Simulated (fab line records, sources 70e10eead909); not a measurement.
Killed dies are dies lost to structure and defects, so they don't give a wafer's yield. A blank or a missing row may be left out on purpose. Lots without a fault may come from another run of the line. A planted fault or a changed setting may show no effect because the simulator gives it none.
fab line records | flow nand_harc | part 1 of 2: steps 1 to 4 of 6
record lots=24 wafers=72 last_day=33
route steps=1302 shown P_M1@303 P_M2@336 P_BONDPAD@374 A_ZERO_WELL@403
lots that met no fault: from a run of the same line without faults
start_h: hours from the record's first day to the start of the lot's first wafer shown | wait_h: hours since the lot's step before | " the same as in the row above | L1.1+2: a row that stands for several wafers | - no value, or no start given | * or withheld: withheld | < > ~ a bound
route shown NAME@n: a module of which the file shows steps, and the number in the route of the first | usual: mean/standard deviation of fault-free wafers | same: alike in all rows | chamber/n: place in a boat | sites: the reading at each site | _std_site: their standard deviation | _edge_site: outer sites' mean less inner sites' | radius_mm: how far each site lies from the wafer's centre | mask NAME#n: copy n | behind: the tool/chamber that last shaped the wafer | hold: why the lot was held/for how many hours/how that ended | device: the transistor (n, p or np) that didn't switch | end of line: the same wafers' tests at the end of the route | a step without rows: its recipe alone | killed: dies lost to structure and defects at the first sort, not the wafer's yield | map: a wafer's dies, x killed, . not, _ none there
set.NAME: the setting as run; set.NAME@STEP: as run at that earlier step | model.NAME: the simulator's own value behind a step, which no gauge read
steps of the route over a sample of lots; a table a step, a row a wafer
services: from which hour (start_h, from the record's first day; less than 0 if before it) a tool's chamber was out of use, for how many hours, and why
## steps
# step NHARC_P_M1_ETCH_28
# recipe target_depth_a=300 over_etch_frac=0.3 time_s=72.99 ion_energy_ev=150 cf4_flow_sccm=50 n2_flow_sccm=100 ar_flow_sccm=150 rf_w=300 bias_w=100 chemistry=CF4/N2
# usual drypump_motor_current_A=6.0/0.42 oes_product_au=1.001/0.011 rf_vpp_V=314.2/2 showerhead_plenum_p_Torr=2.63/0.099 throttle_valve_pct=19.794/0.0087
# columns lot.wafer tool chamber start_h wait_h drypump_motor_current_A oes_product_au rf_hours_counter_h rf_vpp_V showerhead_plenum_p_Torr throttle_valve_pct
L074.4 rie_diel-08 0 - - 5.5 1.013 9 310.6 2.47 19.793
L074.1 " 1 " " 6.2 1.015 9 312.7 2.54 19.790
L074.5 " 0 " " 5.5 1.014 - 311.6 2.47 19.793
L075.1 rie_diel-04 3 - - 5.6 0.994 42 310.8 2.49 19.791
L075.5 " 1 " " 5.6 0.982 - 315.5 2.68 19.786
L075.6 " 2 " " 5.6 0.989 - 312.4 2.60 19.796
L076.4 rie_diel-08 0 - - 5.5 1.006 10 311.3 2.47 19.776
L076.2 " 1 " " 6.2 1.000 10 313.1 2.54 19.805
L076.3 " 3 " " 6.4 1.018 9 316.0 2.81 19.802
L077.2 rie_diel-08 3 - - 6.3 1.008 10 315.5 2.81 19.781
L077.5 " 3 " " 6.3 1.011 - 318.8 2.81 19.798
L077.6 " 0 " " 5.5 1.010 - 311.0 2.47 19.785
L078.3 rie_diel-08 0 - - 5.5 1.014 12 310.6 2.47 19.782
L078.1 " 1 " " 6.2 1.022 12 312.4 2.54 19.813
L078.5 " 0 " " 5.5 1.009 - 311.1 2.47 19.803
L079.3 rie_diel-08 1 - - 6.2 1.012 12 313.0 2.54 19.795
L079.5 " 0 " " 5.5 1.008 - 311.4 2.47 19.801
L079.6 " 1 " " 6.2 1.016 - 312.1 2.54 19.773
L080.4 rie_diel-08 0 - - 5.5 1.016 14 312.4 2.47 19.788
L080.5 " 1 " " 6.2 1.012 - 313.8 2.54 19.785
L080.6 " 2 " " 5.6 1.006 - 314.1 2.61 19.793
L081.2 rie_diel-04 3 - - 5.6 0.999 2 310.9 2.48 19.791
L081.1 " 0 " " 6.6 1.010 2 315.2 2.69 19.798
L081.3 " 2 " " 5.6 0.990 2 313.2 2.60 19.799
L082.3 rie_diel-06 3 - - 6.0 1.010 6 316.4 2.71 19.799
L082.4 " 0 " " 5.7 1.018 5 316.4 2.67 19.785
L082.5 " 3 " " 6.1 1.013 - 316.4 2.71 19.793
L083.1 rie_diel-08 3 - - 6.3 0.995 2 315.4 2.81 19.795
L083.4 " 1 " " 6.2 0.986 3 312.2 2.54 19.791
L083.6 " 0 " " 5.5 0.993 - 309.1 2.47 19.799
L084.3 rie_diel-06 0 - - 5.7 1.009 6 314.1 2.67 19.792
L084.2 " 1 " " 5.5 0.985 7 317.5 2.74 19.774
L084.6 " 2 " " 6.7 0.994 - 314.7 2.63 19.787
L085.4 rie_diel-06 2 - - 6.7 0.988 8 314.8 2.63 19.790
L085.3 " 3 " " 6.1 1.006 8 315.2 2.71 19.808
L085.2 " 0 " " 5.7 1.006 6 314.5 2.67 19.813
L086.4 rie_diel-06 0 - - 5.7 1.019 7 316.4 2.67 19.797
L086.1 " 2 " " 6.8 0.997 8 314.5 2.63 19.805
L086.6 " 3 " " 6.1 1.012 - 317.2 2.71 19.791
L087.4 rie_diel-06 3 - - 6.1 1.004 9 315.9 2.71 19.786
L087.2 " 0 " " 5.7 1.005 7 315.0 2.67 19.786
L087.5 " 3 " " 6.1 1.004 - 316.8 2.71 19.800
L088.2 rie_diel-08 2 - - 5.6 0.983 7 313.9 2.60 19.781
L088.3 " 3 " " 6.3 0.984 7 318.1 2.81 19.801
L088.5 " 1 " " 6.2 0.996 - 313.8 2.53 19.794
L089.4 rie_diel-08 2 - - 5.6 0.986 7 313.5 2.60 19.793
L089.3 " 0 " " 5.5 1.004 7 310.5 2.46 19.805
L089.5 " 1 " " 6.2 0.985 - 312.3 2.53 19.795
L090.3 rie_diel-06 2 - - 6.7 0.993 12 313.9 2.62 19.799
L090.1 " 3 " " 6.1 1.012 11 317.4 2.71 19.787
L090.6 " 2 " " 6.8 0.995 - 313.5 2.62 19.782
L091.1 rie_diel-06 0 - - 5.7 1.000 9 316.2 2.67 19.790
L091.3 " 2 " " 6.7 0.995 12 313.2 2.62 19.790
L091.4 " 0 " " 5.7 1.007 - 314.5 2.67 19.795
L092.1 rie_diel-06 0 - - 5.7 1.007 11 314.7 2.67 19.790
L092.2 " 2 " " 6.7 0.991 13 315.8 2.62 19.788
L092.5 " 0 " " 5.7 1.013 - 316.0 2.67 19.784
L093.3 rie_diel-06 3 - - 6.1 1.007 0 315.0 2.71 19.792
L093.5 " 2 " " 6.7 0.998 - 313.6 2.62 19.796
L093.6 " 3 " " 6.1 1.007 - 315.8 2.71 19.784
L094.1 rie_diel-04 0 - - 6.6 1.003 38 316.8 2.68 19.791
L094.4 " 2 " " 5.6 1.002 41 313.8 2.58 19.801
L094.5 " 3 " " 5.6 1.000 - 310.9 2.46 19.782
L095.2 rie_diel-08 1 - - 6.2 0.983 14 311.1 2.53 19.797
L095.5 " 2 " " 5.6 0.988 - 314.1 2.60 19.791
L095.6 " 0 " " 5.5 0.988 - 312.0 2.46 19.784
L096.1 rie_diel-06 3 - - 6.1 1.012 2 316.6 2.71 19.796
L096.6 " 2 " " 6.7 1.013 - 314.9 2.62 19.797
L096.5 " 3 " " 6.1 1.018 - 317.1 2.71 19.799
L097.1 rie_diel-08 2 - - 5.6 0.985 13 313.7 2.60 19.781
L097.4 " 1 " " 6.2 0.990 - 311.9 2.53 19.805
L097.5 " 2 " " 5.6 0.983 - 314.4 2.60 19.791
# step NHARC_P_M1_INSPECT_27
# usual raw_defect_count=314/110
# columns lot.wafer tool chamber start_h wait_h raw_defect_count
L074.1 defect_inspect-02 - 128.14 0.0 252
L074.4 " - " " 179
L074.5 " - " " 171
L075.1 defect_inspect-02 - 135.89 0.0 402
L075.5 " - " " 441
L075.6 " - " " 519
L076.2 defect_inspect-01 - 148.54 0.0 368
L076.3 " - " " 232
L076.4 " - " " 148
L077.2 defect_inspect-02 - 153.88 0.0 242
L077.5 " - " " 430
L077.6 " - " " 304
L078.1 defect_inspect-01 - 164.65 0.0 394
L078.3 " - " " 177
L078.5 " - " " 205
L079.3 defect_inspect-01 - 175.19 0.0 196
L079.5 " - " " 412
L079.6 " - " " 330
L080.4 defect_inspect-02 - 191.59 0.0 333
L080.5 " - " " 355
L080.6 " - " " 285
L081.1 defect_inspect-01 - 199.34 0.0 468
L081.2 " - " " 263
L081.3 " - " " 616
L082.3 defect_inspect-01 - 207.03 0.0 271
L082.4 " - " " 172
L082.5 " - " " 292
L083.1 defect_inspect-01 - 221.92 0.0 413
L083.4 " - " " 206
L083.6 " - " " 211
L084.2 defect_inspect-02 - 229.42 0.0 367
L084.3 " - " " 343
L084.6 " - " " 333
L085.2 defect_inspect-02 - 239.48 0.0 158
L085.3 " - " " 200
L085.4 " - " " 277
L086.1 defect_inspect-01 - 242.82 0.0 131
L086.4 " - " " 174
L086.6 " - " " 185
L087.2 defect_inspect-02 - 255.26 0.0 375
L087.4 " - " " 254
L087.5 " - " " 243
L088.2 defect_inspect-02 - 281.33 0.0 287
L088.3 " - " " 175
L088.5 " - " " 209
L089.3 defect_inspect-02 - 282.12 0.0 294
L089.4 " - " " 278
L089.5 " - " " 302
L090.1 defect_inspect-02 - 291.56 0.0 224
L090.3 " - " " 238
L090.6 " - " " 345
L091.1 defect_inspect-02 - 294.01 0.0 571
L091.3 " - " " 492
L091.4 " - " " 349
L092.1 defect_inspect-02 - 308.71 0.0 267
L092.2 " - " " 627
L092.5 " - " " 460
L093.3 defect_inspect-02 - 324.53 0.0 347
L093.5 " - " " 470
L093.6 " - " " 619
L094.1 defect_inspect-01 - 325.42 0.0 281
L094.4 " - " " 290
L094.5 " - " " 291
L095.2 defect_inspect-01 - 341.97 0.0 259
L095.5 " - " " 359
L095.6 " - " " 245
L096.1 defect_inspect-02 - 345.76 0.0 390
L096.5 " - " " 310
L096.6 " - " " 395
L097.1 defect_inspect-02 - 353.37 0.0 208
L097.4 " - " " 329
L097.5 " - " " 331
# step NHARC_P_M2_ETCH_28
# recipe target_depth_a=300 over_etch_frac=0.3 time_s=72.99 ion_energy_ev=150 cf4_flow_sccm=50 n2_flow_sccm=100 ar_flow_sccm=150 rf_w=300 bias_w=100 chemistry=CF4/N2
# usual drypump_motor_current_A=5.8/0.52 oes_product_au=0.996/0.012 rf_vpp_V=314.2/2.1 showerhead_plenum_p_Torr=2.62/0.11 throttle_valve_pct=19.795/0.0088
# columns lot.wafer tool chamber start_h wait_h drypump_motor_current_A oes_product_au rf_hours_counter_h rf_vpp_V showerhead_plenum_p_Torr throttle_valve_pct
L074.1 rie_diel-10 1 - - 6.2 1.007 2.8 316.3 2.68 19.801
L074.4 " 3 " " 5.9 1.002 2.7 316.1 2.69 19.797
L074.5 " 1 " " 6.2 1.009 - 316.6 2.68 19.787
L075.1 rie_diel-10 3 - - 5.9 1.001 3.4 315.7 2.69 19.807
L075.5 " 1 " " 6.2 1.002 - 316.2 2.68 19.796
L075.6 " 2 " " 6.0 0.997 - 311.8 2.47 19.787
L076.3 rie_diel-02 1 - - 4.9 1.006 9.2 312.8 2.56 19.812
L076.4 " 2 " " 6.2 1.005 9.6 315.4 2.80 19.798
L076.2 " 3 " " 5.5 0.997 9.5 312.0 2.51 19.789
L077.2 rie_diel-13 3 - - 5.1 1.015 5.6 314.4 2.71 19.788
L077.6 " 0 " " 6.1 1.008 - 312.0 2.56 19.808
L077.5 " 1 " " 5.4 1.021 - 316.5 2.73 19.806
L078.1 rie_diel-02 3 - - 5.5 0.996 10.3 311.6 2.51 19.811
L078.3 " 2 " " 6.2 0.997 10.5 317.9 2.80 19.793
L078.5 " 0 " " 6.6 0.976 - 311.6 2.53 19.801
L079.3 rie_diel-02 3 - - 5.5 0.998 10.6 312.3 2.51 19.806
L079.5 " 3 " " 5.5 0.995 - 311.7 2.51 19.793
L079.6 " 1 " " 4.9 1.011 - 311.5 2.56 19.806
L080.4 rie_diel-10 3 - - 5.9 1.003 5.0 314.7 2.69 19.794
L080.6 " 3 " " 5.9 1.006 - 316.7 2.69 19.804
L080.5 " 0 " " 5.3 1.023 - 315.6 2.78 19.790
L081.1 rie_diel-13 0 - - 6.1 1.004 1.3 312.6 2.56 19.796
L081.3 " 1 " " 5.5 1.004 1.4 316.4 2.73 19.788
L081.2 " 3 " " 5.1 0.978 1.3 314.3 2.71 19.792
L082.4 rie_diel-13 3 - - 5.1 0.995 2.0 316.1 2.71 19.783
L082.3 " 1 " " 5.5 1.003 2.0 316.4 2.73 19.791
L082.5 " 3 " " 5.1 0.998 - 314.5 2.70 19.789
L083.1 rie_diel-10 2 - - 6.0 0.991 6.4 312.0 2.47 19.796
L083.4 " 3 " " 5.9 1.004 6.1 314.3 2.69 19.800
L083.6 " 2 " " 5.9 0.996 - 310.5 2.47 19.790
L084.2 rie_diel-02 3 - - 5.5 0.984 0.0 312.6 2.51 19.793
L084.3 " 0 " " 6.5 0.986 0.1 313.4 2.52 19.776
L084.6 " 3 " " 5.5 0.992 - 313.1 2.51 19.795
L085.4 rie_diel-02 1 - - 4.9 0.997 1.1 312.7 2.56 19.790
L085.3 " 3 " " 5.5 0.989 0.7 312.1 2.51 19.784
L085.2 " 0 " " 6.6 0.990 1.1 312.8 2.52 19.790
L086.1 rie_diel-13 2 - - 5.5 0.987 3.8 317.6 2.73 19.789
L086.4 " 0 " " 6.2 1.006 4.0 313.9 2.56 19.792
L086.6 " 2 " " 5.5 0.986 - 316.5 2.73 19.799
L087.2 rie_diel-10 3 - - 5.9 1.001 0.3 313.9 2.69 19.796
L087.4 " 0 " " 5.4 1.006 0.3 317.4 2.78 19.798
L087.5 " 1 " " 6.2 0.998 - 315.0 2.68 19.797
L088.3 rie_diel-02 3 - - 5.5 0.981 2.9 312.1 2.51 19.784
L088.2 " 1 " " 4.9 1.009 3.3 315.4 2.56 19.793
L088.5 " 3 " " 5.5 0.983 - 312.4 2.51 19.797
L089.3 rie_diel-13 1 - - 5.5 1.005 5.2 314.6 2.73 19.797
L089.4 " 1 " " 5.4 1.002 - 316.5 2.73 19.797
L089.5 " 2 " " 5.5 0.995 - 316.3 2.73 19.781
L090.3 rie_diel-02 1 - - 4.9 0.994 4.0 313.1 2.56 19.804
L090.1 " 2 " " 6.2 0.986 3.8 317.1 2.80 19.802
L090.6 " 0 " " 6.6 0.984 - 313.7 2.52 19.783
L091.1 rie_diel-02 2 - - 6.2 0.989 3.9 317.5 2.80 19.798
L091.3 " 3 " " 5.5 0.982 3.5 312.3 2.51 19.788
L091.4 " 1 " " 5.0 1.004 4.2 312.4 2.56 19.782
L092.2 rie_diel-02 3 - - 5.4 0.982 4.2 313.9 2.51 19.787
L092.1 " 0 " " 6.5 0.975 4.7 313.2 2.52 19.801
L092.5 " 3 " " 5.5 0.973 - 311.7 2.51 19.788
L093.3 rie_diel-10 1 - - 6.2 0.998 4.2 315.7 2.68 19.785
L093.6 " 3 " " 5.9 1.003 - 313.3 2.68 19.798
L093.5 " 0 " " 5.4 1.014 - 316.4 2.77 19.808
L094.1 rie_diel-02 1 - - 4.9 1.004 6.1 314.5 2.56 19.785
L094.4 " 2 " " 6.2 1.007 5.9 316.1 2.80 19.803
L094.5 " 0 " " 6.6 0.973 - 311.1 2.52 19.801
L095.2 rie_diel-10 3 - - 5.9 1.008 5.9 314.0 2.68 19.784
L095.6 " 0 " " 5.3 1.026 - 317.5 2.77 19.801
L095.5 " 1 " " 6.2 0.997 - 315.4 2.68 19.791
L096.1 rie_diel-02 3 - - 5.5 0.970 6.6 312.9 2.51 19.785
L096.6 " 3 " " 5.5 0.963 - 312.0 2.50 19.812
L096.5 " 0 " " 6.6 0.979 - 312.6 2.52 19.786
L097.1 rie_diel-02 3 - - 5.5 0.991 7.6 312.4 2.50 19.813
L097.4 " 2 " " 6.2 1.016 8.2 317.1 2.79 19.799
L097.5 " 3 " " 5.5 0.991 - 311.2 2.50 19.787
# step NHARC_P_BONDPAD_DEGAS_25
# recipe temp_c=300 time_s=60
# usual heater_power_w=479/55
# columns lot.wafer tool chamber start_h wait_h heater_power_w
L074.4 pvd_sputter-01 - 134.98 - 405
L074.1 " - " " 505
L074.5 " - " " 485
L075.1 pvd_sputter-02 - 143.07 - 433
L075.6 " - " " 618
L075.5 " - " " 429
L076.2 pvd_sputter-01 - 155.67 - 479
L076.3 " - " " 414
L076.4 " - " " 467
L077.2 pvd_sputter-01 - 160.97 - 486
L077.6 " - " " 491
L077.5 " - " " 406
L078.1 pvd_sputter-02 - 171.53 - 470
L078.3 " - " " 457
L078.5 " - " " 438
L079.3 pvd_sputter-01 - 182.49 - 455
L079.5 " - " " 457
L079.6 " - " " 521
L080.4 pvd_sputter-03 - 198.89 - 505
L080.5 " - " " 445
L080.6 " - " " 458
L081.2 pvd_sputter-02 - 206.53 - 438
L081.3 " - " " 432
L081.1 " - " " 475
L082.4 pvd_sputter-02 - 214.00 - 480
L082.3 " - " " 626
L082.5 " - " " 483
L083.4 pvd_sputter-02 - 228.74 - 427
L083.1 " - " " 441
L083.6 " - " " 611
L084.2 pvd_sputter-02 - 236.35 - 608
L084.3 " - " " 478
L084.6 " - " " 435
L085.3 pvd_sputter-01 - 246.46 - 421
L085.4 " - " " 456
L085.2 " - " " 502
L086.1 pvd_sputter-03 - 249.84 - 463
L086.4 " - " " 500
L086.6 " - " " 471
L087.4 pvd_sputter-03 - 262.39 - 496
L087.2 " - " " 499
L087.5 " - " " 497
L088.3 pvd_sputter-02 - 288.84 - 427
L088.2 " - " " 466
L088.5 " - " " 609
L089.3 pvd_sputter-01 - 289.84 - 414
L089.4 " - " " 451
L089.5 " - " " 497
L090.1 pvd_sputter-01 - 298.55 - 464
L090.3 " - " " 488
L090.6 " - " " 479
L091.1 pvd_sputter-01 - 301.21 - 415
L091.4 " - " " 495
L091.3 " - " " 483
L092.1 pvd_sputter-03 - 316.03 - 510
L092.2 " - " " 446
L092.5 " - " " 471
L093.3 pvd_sputter-02 - 331.50 - 639
L093.6 " - " " 626
L093.5 " - " " 437
L094.1 pvd_sputter-03 - 332.68 - 455
L094.4 " - " " 502
L094.5 " - " " 458
L095.2 pvd_sputter-01 - 349.18 - 457
L095.6 " - " " 450
L095.5 " - " " 496
L096.1 pvd_sputter-02 - 353.39 - 448
L096.5 " - " " 473
L096.6 " - " " 438
L097.1 pvd_sputter-01 - 360.62 - 417
L097.4 " - " " 471
L097.5 " - " " 418
